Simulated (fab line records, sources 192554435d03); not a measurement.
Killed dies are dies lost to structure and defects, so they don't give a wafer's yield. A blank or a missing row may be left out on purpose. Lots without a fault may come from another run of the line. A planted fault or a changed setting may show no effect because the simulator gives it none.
A struck lot beside a sound one | flow n5_finfet | 16 steps out of a route of 1938
Sound: wafers L361.1, L361.4, L361.5. Struck: wafer L370.2. (L370.1, L370.5 of the same lot were not struck and are left out.) The cause comes at the end.
At each step with rows: each side's tool, then ch and its chambers, then its first start. Under that, the readings that differ: sound wafers | struck wafers | difference of the means | sigmas: that difference in standard deviations of wafers without a fault.
alike: readings whose means differ by less than 2 such deviations, and words and numbers that are the same on both sides. not compared: withheld readings, readings that some wafer has no value for, bounds like >300 that may hide the same value, and numbers for which the record gives no deviation and whose values overlap.
The two part at a step that has a row with sigmas, a row that says differs or no value, or rows on one side only. Numbers that don't overlap but have no deviation are shown without sigmas and don't part them. A reading that every wafer of one side lacks parts them only if that side has two wafers or more.

first, 1 step without rows for these wafers: N5_BEOL_M3_ANNEAL_95 (time 240 s).
N5_BEOL_M3_SPUTTER_96: material Cu, target thk 4.5 nm, time 8.29 s.
  sound on pvd_sputter-02, day 9 06:50; struck on pvd_sputter-01, day 11 19:41
  alike: throttle_valve_pct
then, 1 step without rows for these wafers: N5_BEOL_M3_ECD_50 (material Cu, target thk 300 nm).
N5_BEOL_M3_ANNEAL_51: time 90 s.
  sound on rtp_anneal-01 ch 0, day 9 07:02; struck on rtp_anneal-01 ch 0, day 11 20:07
  alike: anneal_temp_c_max, wafer_temp_C_max
N5_BEOL_M3_CMP_52: polishes, stops on SiOC, t overpolish 6.8 s, target thk 40 nm.
  sound on cmp-04 ch 1,3, day 9 07:22; struck on cmp-02 ch 0, day 11 20:24
  reading                      | sound          | struck | difference | sigmas
  barrier_field_endpoint_s (s) | 25.0 25.7 24.8 | 23.4   | -1.8       | -3
  time_to_endpoint_s (s)       | 65.2 67.2 66.3 | 59.6   | -6.6       | -3
  alike: motor_current_A, overpolish_run_s
  not compared: pad_life_wafers
N5_BEOL_M3_THK_MEAS_53: measures by xrf.
  sound on film_metro-02, day 9 07:38; struck on film_metro-01, day 11 20:42
  alike: M3_THK
then, 1 step without rows for these wafers: N5_BEOL_M3_PRE_CLEAN_60 (time 15 s).
N5_BEOL_M3_CO_CAP_55: material Co, precursor CCTBA/H2, target thk 2 nm, time 102.1 s.
  sound on cvd_co-02 ch 0,1,2, day 9 07:43; struck on cvd_co-02 ch 2, day 11 20:51
  alike: heater_power_w
then, 1 step without rows for these wafers: N5_BEOL_M3_PRE_CLEAN_56 (time 15 s).
N5_BEOL_M3_DEP_57: deposits SiCN from 3MS/NH3, target thk 8 nm, time 14 s.
  sound on pecvd-04 ch 0,1, day 9 07:49; struck on pecvd-01 ch 2, day 11 20:58
  reading                | sound       | struck | difference | sigmas
  throttle_valve_pct (%) | 9.7 9.8 9.3 | 8.3    | -1.3       | -3
  alike: showerhead_plenum_p_Torr
N5_BEOL_M3_RS_MEAS_58: measures by four-point-probe.
  sound on film_metro-01, day 9 07:53; struck on film_metro-01, day 11 21:02
  alike: M3_RS
N5_BEOL_M3_INSPECT_59: inspects for defects (darkfield).
  sound on defect_inspect-02, day 9 07:55; struck on defect_inspect-01, day 11 21:04
  alike: raw_defect_count
N5_BEOL_M4_ILD_DEP_00: deposits SiOC from DEMS/O2, target thk 79 nm, time 15.3 s.
  sound on pecvd-01 ch 0,2, day 9 07:57; struck on pecvd-01 ch 1, day 11 21:06
  reading              | sound                | struck | difference | sigmas
  susceptor_temp_C (C) | 349.90 349.56 350.03 | 352.69 | +2.86      | +14
  alike: heater_power_w, showerhead_plenum_p_Torr, throttle_valve_pct
N5_BEOL_M4_THK_MEAS_01:
  sound on film_metro-02, day 9 08:01; struck on film_metro-01, day 11 21:10
  alike: M4_ILD_THK
N5_BEOL_M4_RC_MEAS_101:
  sound on prober-01 ch 0, day 9 21:38; struck on prober-01 ch 0, day 12 08:06
  reading        | sound             | struck | difference | sigmas
  IOFF_N (nA/um) | 0.144 0.162 0.127 | 0.203  | +0.059     | +2
  ION_N (uA/um)  | 664 670 657       | 691    | +27        | +3
  alike: DIBL_N, DIBL_P, IOFF_P, ION_P, SS_N, SS_P, VT_N, VT_P
then, 1 step without rows for these wafers: N5_PASSIVATION_PROBE_49.

WHERE THEY PART
First at N5_BEOL_M3_CMP_52; last, within this record, at N5_BEOL_M4_RC_MEAS_101.

WHY: what the simulator had put in
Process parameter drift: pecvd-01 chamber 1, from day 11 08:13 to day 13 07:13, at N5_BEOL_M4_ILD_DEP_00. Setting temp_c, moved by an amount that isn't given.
